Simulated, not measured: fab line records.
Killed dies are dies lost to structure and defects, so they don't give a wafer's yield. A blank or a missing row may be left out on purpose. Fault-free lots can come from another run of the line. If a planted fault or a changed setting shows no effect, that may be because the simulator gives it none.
One fault through the eyes of 2 desks    flow nand harc    each desk holds nothing but its own numbers, with what lay behind them at the end

== FOR THE TOOL OWNER'S DESK: litho track-04 ==
The tool's own readings at NHARC_P_GATE_PEB_24 (peb time 65 s): means of the sampled wafers that have a number, for each lot that ran on this tool. Marked OUT: a lot whose mean sits more than 4 standard deviations from the usual mean, which makes it out of limits; the brackets give that distance.
Columns: A = heater power total W at NHARC_P_GATE_PEB_24, usual 156.6 W; B = plate temp C at NHARC_P_GATE_PEB_24, usual 100.01 C
lot   first seen here  A                B
L716  day 5 08:41      156.3            100.00
L719  day 6 00:59      156.1            99.89
L724  day 8 05:38      156.7            100.01
L725  day 8 17:34      156.3            100.02
L734  day 12 12:20     178.9 (+52) OUT  110.10 (+92) OUT
L736  day 13 09:59     178.7 (+51) OUT  110.23 (+93) OUT
This desk's finding: out of limits on L734, L736; first on L734, day 12 12:20 (heater power total W at NHARC_P_GATE_PEB_24). Within limits: L716, L719, L724, L725.

== METROLOGY DESK ==
Lot by lot, what the gauges showed, no matter which tool ran the lot: averages of those sampled wafers that carry a number. Marked OUT: a lot whose mean sits more than 4 standard deviations from the usual mean, which makes it out of limits; the brackets give that distance.
Columns: A = cd nm at NHARC_P_GATE_CD_MEAS_26, usual 119.8 nm
lot   first seen here  A
L716  day 5 08:46      119.9
L718  day 5 20:08      119.7
L719  day 6 01:05      120.1
L720  day 6 15:53      120.7
L724  day 8 05:43      119.4
L725  day 8 17:38      119.9
L726  day 9 09:23      120.1
L728  day 9 23:06      119.7
L734  day 12 12:25     91.0 (-54) OUT
L736  day 13 10:04     91.2 (-54) OUT
L739  day 14 11:53     120.4
This desk's finding: out of limits on L734, L736; first on L734, day 12 12:25 (cd nm at NHARC_P_GATE_CD_MEAS_26). Within limits: L716, L718, L719, L720, L724, L725, L726, L728, L739.

== PUT TOGETHER ==
On L734, L736, at day 12 12:20, an alarm was possible from the tool owner's desk.
The metrology desk could have raised an alarm at day 12 12:25, on L734, L736.
The lots listed all ran NHARC_P_GATE_PEB_24 on litho track-04.

== WHAT THE SIMULATOR PUT IN ==
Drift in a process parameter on litho track-04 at NHARC_P_GATE_PEB_24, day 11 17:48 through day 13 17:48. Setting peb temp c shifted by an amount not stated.
Struck lots among those shown: L734, L736.
Delay (hours) between the fault's onset and each desk's first out-of-limits reading: 19 at the tool owner's desk, 19 at the metrology desk.
